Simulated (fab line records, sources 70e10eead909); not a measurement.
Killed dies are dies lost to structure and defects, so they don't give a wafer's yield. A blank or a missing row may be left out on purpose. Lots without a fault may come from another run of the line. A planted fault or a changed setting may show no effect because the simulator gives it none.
Chamber matching | flow nand_harc | NHARC_A_STAIRCASE_ETCH_169 on rie_diel-01: 4 sister chambers
The step etches the open film in CH3F/O2, target depth 50 nm, time 107.1 s. 16 wafers are shown with their chamber, then 8 later ones without.

WAFERS WITH THEIR CHAMBER
wafer  | chamber | showerhead_plenum_p_Torr (Torr) | drypump_motor_current_A (A) | rf_vpp_V (V)
L078.2 | 0       | 2.56                            | 5.2                         | 244.3
L078.4 | 3       | 2.55                            | 5.6                         | 245.8
L078.5 | 2       | 2.30                            | 6.3                         | 242.6
L079.2 | 3       | 2.55                            | 5.6                         | 246.4
L079.3 | 2       | 2.30                            | 6.2                         | 241.8
L079.4 | 0       | 2.56                            | 5.2                         | 246.9
L082.1 | 1       | 2.53                            | 5.7                         | 246.5
L082.3 | 0       | 2.56                            | 5.2                         | 245.5
L082.5 | 1       | 2.53                            | 5.8                         | 244.9
L085.1 | 2       | 2.29                            | 6.3                         | 241.4
L085.2 | 3       | 2.54                            | 5.6                         | 245.7
L085.4 | 1       | 2.53                            | 5.7                         | 246.4
L091.1 | 2       | 2.29                            | 6.3                         | 241.5
L091.3 | 0       | 2.55                            | 5.2                         | 246.8
L091.6 | 3       | 2.54                            | 5.6                         | 245.8
L094.1 | 2       | 2.28                            | 6.3                         | 242.9

SIGNATURES (means of the wafers above)
reading                  | chamber 0 | chamber 1 | chamber 2 | chamber 3 | scatter within a chamber
showerhead_plenum_p_Torr | 2.5575    | 2.5300    | 2.2920    | 2.5450    | 0.00616
drypump_motor_current_A  | 5.200     | 5.733     | 6.280     | 5.600     | 0.035
rf_vpp_V                 | 245.875   | 245.933   | 242.040   | 245.925   | 0.829
Rule: a wafer's distance from a chamber is the root of the sum, over the readings, of the square of ((its reading less the chamber's mean) divided by the reading's scatter). The wafer belongs to the nearest chamber; if the next one is less than 2 further off, it can't be placed. The scatter: the root of (the sum of the squares of (reading less its chamber's mean) over the shown wafers, divided by (wafers less chambers)).

WAFERS WITHOUT THEIR CHAMBER
wafer  | showerhead_plenum_p_Torr (Torr) | drypump_motor_current_A (A) | rf_vpp_V (V)
L094.2 | 2.55                            | 5.2                         | 246.7
L094.4 | 2.54                            | 5.7                         | 245.1
L095.1 | 2.52                            | 5.7                         | 245.5
L095.3 | 2.54                            | 5.6                         | 247.3
L095.4 | 2.28                            | 6.2                         | 242.4
L097.2 | 2.52                            | 5.7                         | 245.3
L097.4 | 2.28                            | 6.3                         | 241.7
L097.5 | 2.52                            | 5.7                         | 245.0

WHICH CHAMBER EACH WENT THROUGH
wafer  | from the rows above     | in truth
L094.2 | 0                       | 0
L094.4 | can't be placed: 1 or 3 | 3
L095.1 | 1                       | 1
L095.3 | 3                       | 3
L095.4 | 2                       | 2
L097.2 | 1                       | 1
L097.4 | 2                       | 2
L097.5 | 1                       | 1
Placed correctly: 7 of 8. Can't be placed from these rows: 1 (the true chamber is among the candidates in 1). Placed wrongly: 0.
